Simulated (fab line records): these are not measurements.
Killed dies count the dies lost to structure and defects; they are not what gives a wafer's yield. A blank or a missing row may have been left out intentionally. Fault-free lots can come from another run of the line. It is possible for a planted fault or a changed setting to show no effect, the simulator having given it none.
Which tool did it? -- flow nand-harc -- 24 lots with 72 wafers sampled at 6 steps, on a route of 1159 steps

== WHAT THE GAUGES SHOWED, per wafer ==
Not one reading of a measure or inspect step in the record can be checked against a usual standard deviation.

== WHICH TOOL RAN EACH LOT (tool, then ch and the chambers of the sampled wafers, then the start) ==
lot,NHARC_A_STAIRCASE_ETCH_170,NHARC_A_STAIRCASE_TRIM_14,NHARC_A_STAIRCASE_TRIM_22,NHARC_A_STAIRCASE_ETCH_23,NHARC_A_STAIRCASE_STRIP_175,NHARC_A_STAIRCASE_ETCH_188
L074,"rie-diel-12 ch 0,2, day 11 04:01 or earlier","rie-diel-12 ch 1,3, day 11 04:01 or earlier","rie-diel-12 ch 0,1,3, day 11 04:01 or earlier","rie-diel-12 ch 0,3, day 11 04:01 or earlier","plasma-asher-02 ch 0,1, day 11 04:01","rie-diel-12 ch 0,1,3, no start"
L076,"rie-diel-12 ch 0,1,2, day 11 12:47 or earlier","rie-diel-08 ch 1,2, day 11 12:47 or earlier","rie-diel-12 ch 0,1, day 11 12:47 or earlier","rie-diel-12 ch 1,2,3, day 11 12:47 or earlier","plasma-asher-02 ch 0,1, day 11 12:47","rie-diel-11 ch 1,2,3, no start"
L075,"rie-diel-11 ch 1,2,3, day 11 16:23 or earlier","rie-diel-12 ch 0,2,3, day 11 16:23 or earlier","rie-diel-12 ch 1,2,3, day 11 16:23 or earlier","rie-diel-12 ch 0,2,3, day 11 16:23 or earlier","plasma-asher-02 ch 0,1, day 11 16:23","rie-diel-08 ch 0,1,2, no start"
L078,"rie-diel-08 ch 2,3, day 12 01:37 or earlier","rie-diel-08 ch 2,3, day 12 01:37 or earlier","rie-diel-11 ch 0,1,3, day 12 01:37 or earlier","rie-diel-11 ch 2,3, day 12 01:37 or earlier","plasma-asher-01 ch 0,1, day 12 01:37","rie-diel-12 ch 0,3, no start"
L077,"rie-diel-08 ch 0,1, day 12 01:56 or earlier","rie-diel-12 ch 0,1, day 12 01:56 or earlier","rie-diel-12 ch 0,1, day 12 01:56 or earlier","rie-diel-12 ch 1,3, day 12 01:56 or earlier","plasma-asher-02 ch 0, day 12 01:56","rie-diel-11 ch 0,3, no start"
L079,"rie-diel-08 ch 0,3, day 12 08:05 or earlier","rie-diel-12 ch 0,1,3, day 12 08:05 or earlier","rie-diel-12 ch 0,1,3, day 12 08:05 or earlier","rie-diel-12 ch 0,1,3, day 12 08:05 or earlier","plasma-asher-01 ch 0,1, day 12 08:05","rie-diel-08 ch 0,1,3, no start"
L080,"rie-diel-08 ch 0,2,3, day 13 02:46 or earlier","rie-diel-08 ch 0,3, day 13 02:46 or earlier","rie-diel-12 ch 1,3, day 13 02:46 or earlier","rie-diel-12 ch 2,3, day 13 02:46 or earlier","plasma-asher-02 ch 0,1, day 13 02:46","rie-diel-12 ch 1,2,3, no start"
L081,"rie-diel-08 ch 0,1,2, day 13 02:34 or earlier","rie-diel-11 ch 0,1,2, day 13 02:34 or earlier","rie-diel-11 ch 1,2,3, day 13 02:34 or earlier","rie-diel-11 ch 1,2,3, day 13 02:34 or earlier","plasma-asher-01 ch 0,1, day 13 02:34","rie-diel-08 ch 1,2,3, no start"
L082,"rie-diel-08 ch 0,1, day 13 06:05 or earlier","rie-diel-12 ch 0,2, day 13 06:05 or earlier","rie-diel-11 ch 0,1, day 13 06:05 or earlier","rie-diel-11 ch 0,1,2, day 13 06:05 or earlier","plasma-asher-01 ch 0,1, day 13 06:05","rie-diel-11 ch 2,3, no start"
L083,"rie-diel-12 ch 0,2, day 13 06:24 or earlier","rie-diel-11 ch 2,3, day 13 06:24 or earlier","rie-diel-11 ch 1,3, day 13 06:24 or earlier","rie-diel-11 ch 1,3, day 13 06:24 or earlier","plasma-asher-02 ch 0,1, day 13 06:24","rie-diel-08 ch 0,2,3, no start"
L084,"rie-diel-12 ch 0,2, day 15 02:41 or earlier","rie-diel-11 ch 1,2,3, day 15 02:41 or earlier","rie-diel-11 ch 1,3, day 15 02:41 or earlier","rie-diel-11 ch 2,3, day 15 02:41 or earlier","plasma-asher-01 ch 0, day 15 02:41","rie-diel-08 ch 1,2,3, no start"
L085,"rie-diel-08 ch 0,1,2, day 15 03:08 or earlier","rie-diel-08 ch 0,1,3, day 15 03:08 or earlier","rie-diel-08 ch 1,3, day 15 03:08 or earlier","rie-diel-08 ch 1,2, day 15 03:08 or earlier","plasma-asher-01 ch 0,1, day 15 03:08","rie-diel-11 ch 0,1,2, no start"
L088,"rie-diel-12 ch 0,1,3, day 15 08:52 or earlier","rie-diel-12 ch 1,3, day 15 08:52 or earlier","rie-diel-11 ch 0,1, day 15 08:52 or earlier","rie-diel-11 ch 0,3, day 15 08:52 or earlier","plasma-asher-02 ch 0,1, day 15 08:52","rie-diel-11 ch 0,1,3, no start"
L091,"rie-diel-11 ch 1,2,3, day 15 12:43 or earlier","rie-diel-08 ch 0,2,3, day 15 12:43 or earlier","rie-diel-08 ch 0,1,2, day 15 12:43 or earlier","rie-diel-08 ch 0,1,2, day 15 12:43 or earlier","plasma-asher-01 ch 0,1, day 15 12:43","rie-diel-11 ch 0,2,3, no start"
L087,"rie-diel-08 ch 0,1,2, day 15 17:59 or earlier","rie-diel-08 ch 1,3, day 15 17:59 or earlier","rie-diel-08 ch 0,1, day 15 17:59 or earlier","rie-diel-08 ch 0,1,2, day 15 17:59 or earlier","plasma-asher-01 ch 0,1, day 15 17:59","rie-diel-12 ch 0,3, no start"
L089,"rie-diel-12 ch 1,2,3, day 15 21:29 or earlier","rie-diel-08 ch 1,2,3, day 15 21:29 or earlier","rie-diel-11 ch 0,1,2, day 15 21:29 or earlier","rie-diel-11 ch 0,1, day 15 21:29 or earlier","plasma-asher-02 ch 0,1, day 15 21:29","rie-diel-11 ch 0,1,3, no start"
L092,"rie-diel-08 ch 0,1,3, day 16 04:40 or earlier","rie-diel-12 ch 0,1,2, day 16 04:40 or earlier","rie-diel-12 ch 0,2,3, day 16 04:40 or earlier","rie-diel-12 ch 2,3, day 16 04:40 or earlier","plasma-asher-01 ch 0,1, day 16 04:40","rie-diel-11 ch 0,1,2, no start"
L086,"rie-diel-12 ch 0,1,3, day 16 07:35 or earlier","rie-diel-12 ch 0,1,3, day 16 07:35 or earlier","rie-diel-12 ch 0,3, day 16 07:35 or earlier","rie-diel-12 ch 0,1,3, day 16 07:35 or earlier","plasma-asher-01 ch 0,1, day 16 07:35","rie-diel-08 ch 0,1, no start"
L090,"rie-diel-12 ch 2,3, day 16 09:46 or earlier","rie-diel-08 ch 0,1,2, day 16 09:46 or earlier","rie-diel-08 ch 2,3, day 16 09:46 or earlier","rie-diel-08 ch 0,1,2, day 16 09:46 or earlier","plasma-asher-01 ch 0,1, day 16 09:46","rie-diel-08 ch 1,2, no start"
L094,"rie-diel-08 ch 0,1,2, day 16 14:19 or earlier","rie-diel-12 ch 0,1,2, day 16 14:19 or earlier","rie-diel-08 ch 0,1,3, day 16 14:19 or earlier","rie-diel-08 ch 0,1,3, day 16 14:19 or earlier","plasma-asher-02 ch 0,1, day 16 14:19","rie-diel-08 ch 0,1,2, no start"
L093,"rie-diel-12 ch 1,2,3, day 16 18:07 or earlier","rie-diel-12 ch 1,3, day 16 18:07 or earlier","rie-diel-12 ch 1,3, day 16 18:07 or earlier","rie-diel-12 ch 0,1,2, day 16 18:07 or earlier","plasma-asher-02 ch 0,1, day 16 18:07","rie-diel-08 ch 1,3, no start"
L095,"rie-diel-08 ch 0,1,2, day 16 18:55 or earlier","rie-diel-12 ch 1,3, day 16 18:55 or earlier","rie-diel-11 ch 1,2,3, day 16 18:55 or earlier","rie-diel-11 ch 0,1, day 16 18:55 or earlier","plasma-asher-02 ch 0,1, day 16 18:55","rie-diel-11 ch 1,3, no start"
L096,"rie-diel-08 ch 0,2,3, day 17 00:57 or earlier","rie-diel-11 ch 1,2,3, day 17 00:57 or earlier","rie-diel-11 ch 0,1,3, day 17 00:57 or earlier","rie-diel-11 ch 0,1,2, day 17 00:57 or earlier","plasma-asher-01 ch 0,1, day 17 00:57","rie-diel-08 ch 1,2, no start"
L097,"rie-diel-11 ch 0,1,3, day 17 08:06 or earlier","rie-diel-12 ch 0,3, day 17 08:06 or earlier","rie-diel-11 ch 0,2, day 17 08:06 or earlier","rie-diel-11 ch 1,3, day 17 08:06 or earlier","plasma-asher-01 ch 0,1, day 17 08:06","rie-diel-08 ch 0,1, no start"
- NHARC_A_STAIRCASE_ETCH_170: etches the open film in C4F6/O2, target depth 200 nm, time 66.667 s.
- NHARC_A_STAIRCASE_TRIM_14: chemistry O2, time 211.2 s.
- NHARC_A_STAIRCASE_TRIM_22: chemistry O2, time 211.2 s.
- NHARC_A_STAIRCASE_ETCH_23: etches the open film in C4F8/O2, target depth 100 nm, time 40.5 s.
- NHARC_A_STAIRCASE_STRIP_175: strips in O2.
- NHARC_A_STAIRCASE_ETCH_188: etches the open film in C4F8/O2, target depth 100 nm, time 40.5 s.

== WHAT THE TOOLS THEMSELVES READ (means of the sampled wafers that have a number; where no wafer has one, the mark that the record gives instead) ==
NHARC_A_STAIRCASE_ETCH_170.
lot,tool,drypump-motor-current-A (A),oes-product-au (a.u.),rf-vpp-V (V),showerhead-plenum-p-Torr (Torr),throttle-valve-pct (%)
L074,rie-diel-12,5.6,0.969,542,3.73,26.898
L076,rie-diel-12,5.9,0.985,546,3.87,26.915
L075,rie-diel-11,5.8,0.978,546,3.83,26.901
L078,rie-diel-08,5.0,0.936,549,4.01,26.904
L077,rie-diel-08,5.6,0.939,544,3.77,26.902
L079,rie-diel-08,5.5,0.983,541,3.69,26.903
L080,rie-diel-08,5.2,0.968,546,3.85,26.905
L081,rie-diel-08,5.3,0.973,547,3.93,26.909
L082,rie-diel-08,5.6,0.962,543,3.77,26.905
L083,rie-diel-12,5.6,0.975,543,3.72,26.902
L084,rie-diel-12,5.6,0.950,542,3.71,26.900
L085,rie-diel-08,5.3,0.971,551,4.12,26.916
L088,rie-diel-12,6.2,0.957,548,3.98,26.898
L091,rie-diel-11,5.8,0.960,545,3.81,26.901
L087,rie-diel-08,5.3,0.974,552,4.11,26.915
L089,rie-diel-12,5.7,0.933,548,3.94,26.898
L092,rie-diel-08,5.4,0.973,548,4.01,26.903
L086,rie-diel-12,6.2,0.957,548,3.98,26.907
L090,rie-diel-12,5.8,0.959,547,3.93,26.898
L094,rie-diel-08,5.3,0.973,551,4.11,26.915
L093,rie-diel-12,5.8,0.957,547,3.94,26.900
L095,rie-diel-08,5.3,0.970,550,4.11,26.911
L096,rie-diel-08,5.2,0.985,549,4.03,26.909
L097,rie-diel-11,5.7,0.975,543,3.74,26.897

NHARC_A_STAIRCASE_TRIM_14.
lot,tool,drypump-motor-current-A (A),oes-product-au (a.u.),rf-vpp-V (V),showerhead-plenum-p-Torr (Torr),throttle-valve-pct (%)
L074,rie-diel-12,6.1,1.000,58.5,3.69,17.033
L076,rie-diel-08,5.0,1.001,58.2,3.68,17.028
L075,rie-diel-12,5.9,0.995,57.5,3.47,17.033
L078,rie-diel-08,5.0,0.994,57.3,3.51,17.033
L077,rie-diel-12,6.3,0.997,57.1,3.51,17.042
L079,rie-diel-12,6.2,0.998,57.5,3.60,17.039
L080,rie-diel-08,5.5,1.005,58.0,3.32,17.030
L081,rie-diel-11,6.1,0.997,57.2,3.42,17.032
L082,rie-diel-12,6.0,0.986,57.9,3.37,17.030
L083,rie-diel-11,5.2,0.993,56.5,3.40,17.042
L084,rie-diel-11,5.7,0.992,57.8,3.43,17.031
L085,rie-diel-08,5.4,0.994,56.6,3.61,17.035
L088,rie-diel-12,6.1,0.991,57.7,3.67,17.044
L091,rie-diel-08,5.3,1.003,58.2,3.63,17.046
L087,rie-diel-08,5.3,1.014,57.3,3.55,17.043
L089,rie-diel-08,5.1,0.997,57.2,3.57,17.038
L092,rie-diel-12,5.9,0.993,57.5,3.46,17.038
L086,rie-diel-12,6.2,0.997,57.7,3.58,17.040
L090,rie-diel-08,5.3,0.999,58.2,3.70,17.040
L094,rie-diel-12,5.9,0.989,57.9,3.45,17.035
L093,rie-diel-12,6.1,1.003,57.3,3.67,17.042
L095,rie-diel-12,6.0,0.988,58.5,3.67,17.031
L096,rie-diel-11,5.7,0.995,57.4,3.42,17.042
L097,rie-diel-12,6.3,0.990,58.1,3.48,17.037

NHARC_A_STAIRCASE_TRIM_22.
lot,tool,drypump-motor-current-A (A),oes-product-au (a.u.),rf-vpp-V (V),showerhead-plenum-p-Torr (Torr),throttle-valve-pct (%)
L074,rie-diel-12,6.2,1.000,57.9,3.60,17.037
L076,rie-diel-12,6.1,0.998,57.6,3.60,17.035
L075,rie-diel-12,5.8,1.004,58.0,3.56,17.043
L078,rie-diel-11,5.7,0.991,57.3,3.38,17.034
L077,rie-diel-12,6.1,1.003,57.8,3.60,17.038
L079,rie-diel-12,6.2,0.994,57.8,3.59,17.032
L080,rie-diel-12,6.0,0.988,58.4,3.68,17.044
L081,rie-diel-11,5.7,0.999,58.1,3.44,17.036
L082,rie-diel-11,6.2,1.001,57.9,3.41,17.033
L083,rie-diel-11,5.9,0.997,58.0,3.43,17.037
L084,rie-diel-11,5.3,1.000,58.1,3.38,17.044
L085,rie-diel-08,5.3,0.996,57.9,3.55,17.042
L088,rie-diel-11,6.2,0.990,58.0,3.40,17.040
L091,rie-diel-08,5.4,0.996,58.4,3.71,17.031
L087,rie-diel-08,5.5,0.994,57.2,3.68,17.038
L089,rie-diel-11,6.1,0.988,57.0,3.41,17.038
L092,rie-diel-12,5.9,0.993,57.3,3.45,17.043
L086,rie-diel-12,6.2,1.002,57.6,3.57,17.042
L090,rie-diel-08,4.9,1.000,57.9,3.59,17.029
L094,rie-diel-08,5.4,0.995,58.4,3.60,17.046
L093,rie-diel-12,6.0,1.000,57.7,3.67,17.022
L095,rie-diel-11,5.8,0.992,57.1,3.42,17.044
L096,rie-diel-11,5.7,0.998,57.3,3.36,17.033
L097,rie-diel-11,6.0,0.990,57.8,3.41,17.036

NHARC_A_STAIRCASE_ETCH_23.
lot,tool,oes-product-au (a.u.),rf-vpp-V (V)
L074,rie-diel-12,0.945,898
L076,rie-diel-12,0.955,897
L075,rie-diel-12,0.943,894
L078,rie-diel-11,0.945,893
L077,rie-diel-12,0.934,902
L079,rie-diel-12,0.945,898
L080,rie-diel-12,0.949,893
L081,rie-diel-11,0.949,892
L082,rie-diel-11,0.941,891
L083,rie-diel-11,0.933,892
L084,rie-diel-11,0.937,892
L085,rie-diel-08,0.948,902
L088,rie-diel-11,0.960,889
L091,rie-diel-08,0.941,902
L087,rie-diel-08,0.941,902
L089,rie-diel-11,0.943,891
L092,rie-diel-12,0.943,896
L086,rie-diel-12,0.928,898
L090,rie-diel-08,0.946,902
L094,rie-diel-08,0.926,898
L093,rie-diel-12,0.931,894
L095,rie-diel-11,0.931,891
L096,rie-diel-11,0.943,891
L097,rie-diel-11,0.948,891

NHARC_A_STAIRCASE_STRIP_175.
lot,tool,drypump-motor-current-A (A),heater-power-w (W)
L074,plasma-asher-02,6.3,286
L076,plasma-asher-02,6.0,295
L075,plasma-asher-02,6.3,284
L078,plasma-asher-01,5.8,395
L077,plasma-asher-02,5.6,311
L079,plasma-asher-01,5.8,389
L080,plasma-asher-02,6.0,292
L081,plasma-asher-01,5.8,389
L082,plasma-asher-01,5.8,389
L083,plasma-asher-02,6.3,284
L084,plasma-asher-01,5.5,352
L085,plasma-asher-01,5.8,385
L088,plasma-asher-02,6.3,289
L091,plasma-asher-01,5.6,372
L087,plasma-asher-01,5.6,371
L089,plasma-asher-02,6.0,294
L092,plasma-asher-01,5.6,372
L086,plasma-asher-01,5.6,367
L090,plasma-asher-01,5.8,389
L094,plasma-asher-02,6.3,278
L093,plasma-asher-02,5.9,286
L095,plasma-asher-02,5.9,286
L096,plasma-asher-01,5.6,370
L097,plasma-asher-01,5.6,372

NHARC_A_STAIRCASE_ETCH_188.
lot,tool,oes-product-au (a.u.),rf-vpp-V (V)
L074,rie-diel-12,0.946,898
L076,rie-diel-11,0.934,893
L075,rie-diel-08,0.931,896
L078,rie-diel-12,0.936,894
L077,rie-diel-11,0.930,889
L079,rie-diel-08,0.926,892
L080,rie-diel-12,0.931,897
L081,rie-diel-08,0.920,898
L082,rie-diel-11,0.944,891
L083,rie-diel-08,0.919,893
L084,rie-diel-08,0.956,898
L085,rie-diel-11,0.910,893
L088,rie-diel-11,0.946,890
L091,rie-diel-11,0.917,891
L087,rie-diel-12,0.916,898
L089,rie-diel-11,0.950,890
L092,rie-diel-11,0.922,892
L086,rie-diel-08,0.942,901
L090,rie-diel-08,0.929,899
L094,rie-diel-08,0.921,902
L093,rie-diel-08,0.962,894
L095,rie-diel-11,0.944,891
L096,rie-diel-08,0.922,901
L097,rie-diel-08,0.924,901

== THE ANSWER, worked out from the rows above alone ==
Rule: usual is defined by the lots themselves. Put in order of their means at a reading, lots are off if they are a third of the lots or fewer, leave a main group of 4 or more, and stand apart from it by a gap of 3 or more times the standard deviation of the main group's means; of several such gaps the widest counts. A main group is skipped when, at the precision printed for the reading in the tables above, its means are all equal. Also off: a lot with no number at a reading for which 4 or more lots have one. Any other lot the step has rows for is counted as sound. First the gauges in route order, then the tools' own readings, where a lot's mean is used as printed above. The first step at which some lot is off is used, and at that step the reading that is off furthest; a lot without a number counts as furthest.
Nothing can be told from this: no lot is off at any reading shown.

== WHAT THE SIMULATOR HAD INSERTED ==
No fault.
